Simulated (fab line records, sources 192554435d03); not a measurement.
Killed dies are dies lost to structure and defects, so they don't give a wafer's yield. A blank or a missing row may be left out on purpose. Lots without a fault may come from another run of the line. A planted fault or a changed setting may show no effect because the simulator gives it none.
Chamber matching | flow n5_finfet | N5_SDB_ETCH_17 on rie_diel-02: 4 sister chambers
The step etches SiARC in CF4, target depth 23.4 nm, time 39 s. 4 wafers are shown with their chamber, then 11 later ones without.

WAFERS WITH THEIR CHAMBER
wafer  | chamber | showerhead_plenum_p_Torr (Torr)
L088.2 | 0       | 2.05
L089.1 | 1       | 2.18
L089.4 | 3       | 2.12
L090.2 | 2       | 2.12

WAFERS WITHOUT THEIR CHAMBER
wafer  | showerhead_plenum_p_Torr (Torr)
L090.3 | 2.12
L090.5 | 2.18
L091.3 | 2.04
L091.4 | 2.12
L091.6 | 2.12
L094.1 | 2.11
L094.2 | 2.17
L094.3 | 2.11
L096.2 | 2.04
L096.3 | 2.11
L096.5 | 2.17

WHICH CHAMBER EACH WENT THROUGH
wafer  | from the rows above     | in truth
L090.3 | can't be placed: 2 or 3 | 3
L090.5 | 1                       | 1
L091.3 | 0                       | 0
L091.4 | can't be placed: 2 or 3 | 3
L091.6 | can't be placed: 2 or 3 | 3
L094.1 | can't be placed: 2 or 3 | 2
L094.2 | 1                       | 1
L094.3 | can't be placed: 2 or 3 | 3
L096.2 | 0                       | 0
L096.3 | can't be placed: 2 or 3 | 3
L096.5 | 1                       | 1
Placed correctly: 5 of 11. Can't be placed from these rows: 6 (the true chamber is among the candidates in 6). Placed wrongly: 0.
How it was worked out, from the rows above alone: a wafer's distance from a chamber is the root of the sum, over the readings, of the square of ((its reading less the chamber's mean) divided by the reading's scatter). The wafer belongs to the nearest chamber; if the next one is less than 2 further off, it can't be placed. A chamber's mean is the mean of its shown wafers. The scatter: with one shown wafer a chamber, the root of the mean of the squares of how far each hidden wafer lies from its nearest shown one.
